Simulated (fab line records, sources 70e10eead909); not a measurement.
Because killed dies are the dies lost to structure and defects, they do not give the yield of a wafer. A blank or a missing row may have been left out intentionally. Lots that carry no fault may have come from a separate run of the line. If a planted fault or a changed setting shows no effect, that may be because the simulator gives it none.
Chamber matching | flow nand_harc | 4 sister chambers for NHARC_A_WL_FILL_CMP_12 on cmp-02
The step polishes, t overpolish 30 s, target thk 100 nm. 8 wafers are shown with their chamber, then 12 later ones without.

## WAFERS WITH THEIR CHAMBER
wafer  | chamber | motor_current_A (A) | time_to_endpoint_s (s)
L085.1 | 3       | 11.8                | 21.6
L085.3 | 1       | 13.5                | 20.0
L086.1 | 2       | 10.9                | 23.0
L086.2 | 0       | 11.2                | 19.8
L086.5 | 1       | 12.5                | 23.2
L087.1 | 3       | 12.2                | 22.6
L087.4 | 2       | 10.3                | 23.0
L087.6 | 0       | 11.5                | 21.8

## WAFERS WHOSE CHAMBER IS MISSING
wafer  | motor_current_A (A) | time_to_endpoint_s (s)
L092.1 | 13.4                | 24.3
L092.5 | 13.2                | 21.7
L092.6 | 12.0                | 17.8
L093.4 | 10.7                | 18.4
L093.5 | 10.5                | 17.5
L093.6 | 12.3                | 21.3
L093.1 | 12.8                | 20.4
L093.2 | 11.6                | 19.9
L093.3 | 10.8                | 22.4
L094.2 | 10.5                | 21.7
L094.4 | 11.8                | 18.7
L094.5 | 11.3                | 18.0

## CHAMBER TAKEN BY EACH
wafer  | from the rows above          | in truth
L092.1 | can't be placed: 1 or 3      | 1
L092.5 | 1                            | 1
L092.6 | can't be placed: 0 or 3 or 1 | 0
L093.4 | can't be placed: 0 or 2 or 3 | 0
L093.5 | can't be placed: 0 or 2 or 3 | 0
L093.6 | can't be placed: 3 or 1 or 0 | 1
L093.1 | can't be placed: 1 or 3      | 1
L093.2 | can't be placed: 0 or 3      | 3
L093.3 | can't be placed: 2 or 0      | 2
L094.2 | can't be placed: 2 or 0      | 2
L094.4 | can't be placed: 0 or 3 or 1 | 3
L094.5 | can't be placed: 0 or 3 or 2 | 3
Correctly placed: 1 of 12. Not placeable from these rows: 11 (in 11, the candidates include the true chamber). Placed wrongly: 0.
How it was worked out, from the rows above alone: a wafer's distance from a chamber is the root of the sum, over the readings, of the square of ((its reading less the chamber's mean) divided by the reading's scatter). If the next closest chamber is less than 2 further off than the closest, the wafer can't be placed; otherwise it belongs to the closest. Each chamber's mean is taken over the wafers shown for it. The scatter is the square root of a quotient: the sum, over the shown wafers, of each reading's squared deviation from its chamber's mean, divided by wafers minus chambers.
